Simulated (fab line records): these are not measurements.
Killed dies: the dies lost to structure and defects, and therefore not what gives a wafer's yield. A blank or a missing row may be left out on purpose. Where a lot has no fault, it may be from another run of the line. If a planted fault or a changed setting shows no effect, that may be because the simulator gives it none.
Problem report, 8D (eight disciplines) form, completed by code + flow n5Finfet + the parts of the form that need people (team, actions taken, sign-off) are left out

== 1. WHAT WENT WRONG ==
VT_N_LONG at N5_BEOL_M4_RC_MEAS_101 reads a mean of 296.5 mV on 5 wafers of 3 lots; wafers without a fault read 274.6 mV with a standard deviation of 1.8. Relative to the usual mean, that is a shift of +12 standard deviations.
Earliest sighting: wafer L545.3 on prober-01 at day 10 23:22. At this step, 23 wafers from 8 lots have a number in the record. Rule for "out" (also "out of limits"): further than 4 standard deviations from the usual mean. The rest of the wafers with a number are treated as sound.

== 2. WHAT THIS IS AND IS NOT ==
| question                    | is                                     | is not                                                                                |
|-----------------------------|----------------------------------------|---------------------------------------------------------------------------------------|
| which readings at this step | VT_N_LONG, IOFF_N_LONG, VT_N, VT_N_LVT | DIBL_N, SS_N, SS_P                                                                    |
| which lots                  | L545, L546, L549                       | L537, L543, L544, L556, L559                                                          |
| which wafers of those lots  | L545.3, L545.5, L546.3, L546.5, L549.3 | L545.2, L546.2, L549.6                                                                |
| read on which gauges        | prober-01, prober-02                   | -                                                                                     |
| when                        | from day 10 23:22                      | up to then (10 sound wafers); but 8 sound wafers of L546, L549, L556, L559 came after |

== 3. THE SUSPECTS, EACH WITH WHAT RULES IT OUT ==
Counting: any tool at a process step up to the reading remains a suspect provided it ran every lot that is out. Sound lots after the first of them don't rule it out here, since some wafers of a struck lot are sound.
- the gauge at N5_BEOL_M4_RC_MEAS_101 is ruled out. The wafers that are out were read on 2 gauges (prober-01, prober-02).
- aldMetal-04 at N5_HKMG_FIN_NWFM_ALD_20 (deposits TiAlC, target thk 2 nm, pulse time 3 s, purge time 2 s): kept. Every lot that is out went through it, the first being L545 (day 6 05:28); the last sound lot it ran before that was L543 (day 5 16:24).
The count leaves aldMetal-04 at N5_HKMG_FIN_NWFM_ALD_20.

== 4. THE CAUSE (what the simulator had put in) ==
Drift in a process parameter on aldMetal-04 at N5_HKMG_FIN_NWFM_ALD_20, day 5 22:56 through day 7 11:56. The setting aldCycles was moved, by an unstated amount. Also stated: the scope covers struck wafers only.
The count eliminated every tool but this one.

== 5. THE EFFECT CHAIN, in route order ==
Each row: a reading where the mean over the struck wafers with a number is more than 3 standard deviations away from the usual. Only readings whose record carries a usual standard deviation are examined. hours: median over the lots of the time between each lot's start at the first step of this table that gives one and its start at this step. sigmas: the change, counted in usual standard deviations.
| hours | step                    | reading      | usual          | on struck wafers | change    | sigmas |
|-------|-------------------------|--------------|----------------|------------------|-----------|--------|
| 0     | N5_BEOL_M4_RC_MEAS_101  | IOFF_N       | 0.153 nA/um    | 0.074            | -0.079    | -4.0   |
| 0     | N5_BEOL_M4_RC_MEAS_101  | IOFF_N_85C   | 3.0 nA/um      | 1.6              | -1.4      | -4.2   |
| 0     | N5_BEOL_M4_RC_MEAS_101  | IOFF_N_LIN   | 0.072 nA/um    | 0.034            | -0.038    | -5.0   |
| 0     | N5_BEOL_M4_RC_MEAS_101  | IOFF_N_LONG  | 5.54e-05 nA/um | 3.52e-05         | -2.02e-05 | -8.8   |
| 0     | N5_BEOL_M4_RC_MEAS_101  | ION_N        | 673 uA/um      | 630              | -43       | -4.9   |
| 0     | N5_BEOL_M4_RC_MEAS_101  | VT_N         | 250.1 mV       | 271.2            | +21.1     | +8.8   |
| 0     | N5_BEOL_M4_RC_MEAS_101  | VT_N_LONG    | 274.6 mV       | 296.5            | +21.9     | +12    |
| 0     | N5_BEOL_M4_RC_MEAS_101  | VT_N_LVT     | 98.6 mV        | 119.6            | +21.0     | +8.7   |
| 0     | N5_BEOL_M4_RC_MEAS_101  | VT_P_LONG    | -275.1 mV      | -267.0           | +8.1      | +3.2   |
| 109   | N5_PASSIVATION_PROBE_49 | sortNPass    | 1076           | 806              | -270      | -16    |
| 109   | N5_PASSIVATION_PROBE_49 | sortYieldPct | 91.2 %         | 68.3             | -22.9     | -16    |
It contains these process steps:
- N5_PASSIVATION_PROBE_49

== 6. WHAT WOULD HAVE CAUGHT IT SOONER ==
In this record the first reading out of limits at a measuring or inspecting step was taken at day 10 23:22, 120 hours after the fault began at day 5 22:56.
Tool readings at N5_HKMG_FIN_NWFM_ALD_20 with a usual standard deviation given in the record: none out on any struck wafer, hence no alarm at a limit of 4 standard deviations on them.
All the lots that are out (3) had begun N5_HKMG_FIN_NWFM_ALD_20 on aldMetal-04 by day 10 23:22. None of them would have been spared by holding the tool at that moment.
